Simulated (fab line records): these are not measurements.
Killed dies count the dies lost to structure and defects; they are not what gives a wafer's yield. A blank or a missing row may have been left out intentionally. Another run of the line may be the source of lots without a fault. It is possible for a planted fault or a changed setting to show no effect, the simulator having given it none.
Lot-split experiment | flow n5Finfet | 7 lots, 21 wafers read, on a route of 1938 steps

## THE SPLIT ITSELF
At N5_SD_EPI_N_ETCH_45 (etches SiOCN in CH3F/O2, target depth 6 nm), the setting targetDepthA was moved away from the recipe's 60 angstrom on 9 of the 21 wafers read, by -6.2% to +11.6%. For the rest of the wafers, this setting stayed at what the recipe calls for.

Reading taken at the split's own step.

## THE READING
etch.depthNm (the simulator's own value, which no gauge read), in nm, at N5_SD_EPI_N_ETCH_45 (etches SiOCN in CH3F/O2, target depth 6 nm). No usual value for it is given in the file. The 12 wafers here that ran the recipe average 6.005 nm, standard deviation 0.093 nm.

wafer  | tool, chamber at the split | targetDepthA as run, angstrom | against the recipe | etch.depthNm, nm | against lot-mates on the recipe
L076.1 | rieDiel-04, 0              | 60                            | recipe             | 6.062            | -
L076.2 | rieDiel-04, 1              | 60                            | recipe             | 6.122            | -
L076.4 | rieDiel-04, 3              | 60                            | recipe             | 6.017            | -
L079.1 | rieDiel-03, 2              | 56.29                         | -6.2%              | 5.721            | -0.357
L079.3 | rieDiel-03, 1              | 60                            | recipe             | 6.078            | -
L079.6 | rieDiel-03, 1              | 56.29                         | -6.2%              | 5.704            | -0.374
L083.3 | rieDiel-02, 0              | 60                            | recipe             | 5.93             | -
L083.5 | rieDiel-02, 2              | 60                            | recipe             | 6.057            | -
L083.6 | rieDiel-02, 3              | 66.48                         | +10.8%             | 6.732            | +0.739
L088.2 | rieDiel-04, 2              | 62.59                         | +4.3%              | 6.224            | no lot-mate on the recipe
L088.3 | rieDiel-04, 1              | 62.59                         | +4.3%              | 6.259            | no lot-mate on the recipe
L088.4 | rieDiel-04, 0              | 62.59                         | +4.3%              | 6.117            | no lot-mate on the recipe
L091.1 | rieDiel-02, 0              | 60                            | recipe             | 5.872            | -
L091.4 | rieDiel-02, 1              | 57.24                         | -4.6%              | 5.418            | -0.602
L091.5 | rieDiel-02, 3              | 60                            | recipe             | 6.168            | -
L096.3 | rieDiel-03, 1              | 60                            | recipe             | 5.953            | -
L096.5 | rieDiel-03, 3              | 66.93                         | +11.6%             | 6.487            | +0.534
L096.6 | rieDiel-03, 2              | 66.93                         | +11.6%             | 6.563            | +0.610
L097.2 | rieDiel-03, 2              | 60                            | recipe             | 5.968            | -
L097.4 | rieDiel-03, 1              | 60                            | recipe             | 5.98             | -
L097.5 | rieDiel-03, 3              | 60                            | recipe             | 5.85             | -

FIT RESULTS
A straight line over all 21 wafers: etch.depthNm changes by +0.0547 nm for each +1% of targetDepthA; r = +0.92; the points scatter about the line by 0.12 nm.
The same after taking each lot's own level away (the mean of its wafers on the recipe; 18 wafers): +0.0601 nm for each +1%; r = +0.94; scatter 0.11 nm.
Per that fit: largest targetDepthA move, reading shift of 0.69 nm.
Across the lots, their own levels run from 5.9327 to 6.0780 nm, a range of 1.6 times the standard deviation given above.
Hence the lot-to-lot level has little effect on the slope; both slopes agree.
Check: for one of the wafers moved furthest among these (+11.6%), held out of the fit, the line's prediction against its lot-mates is +0.725 nm. Against them it came out at +0.534 nm.

## ADDITIONAL SPLITS CARRIED BY THESE WAFERS
Note: prior to the reading, these wafers also went through further splits. Each is held against what the fit with the lots' levels taken away leaves over:
other split on the same wafers           | wafers away from the commonest value | r with etch.depthNm (lot level and that fit taken away)
N5_PMOS_HMC_CHANNEL_EPI_EXPOSE_06 doseMj | 5                                    | -0.26
N5_PMOS_HMC_CHANNEL_EPI_PEB_07 pebTempC  | 8                                    | -0.10
N5_FIN_CUT_ETCH_21 biasW                 | 5                                    | +0.28
N5_STI_FIN_REVEAL_ETCHBACK_08 timeS      | 9                                    | -0.22

## THE FILE'S OWN FIT
etch.depthNm changes by +0.0634 nm for each +1% of targetDepthA, r = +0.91.
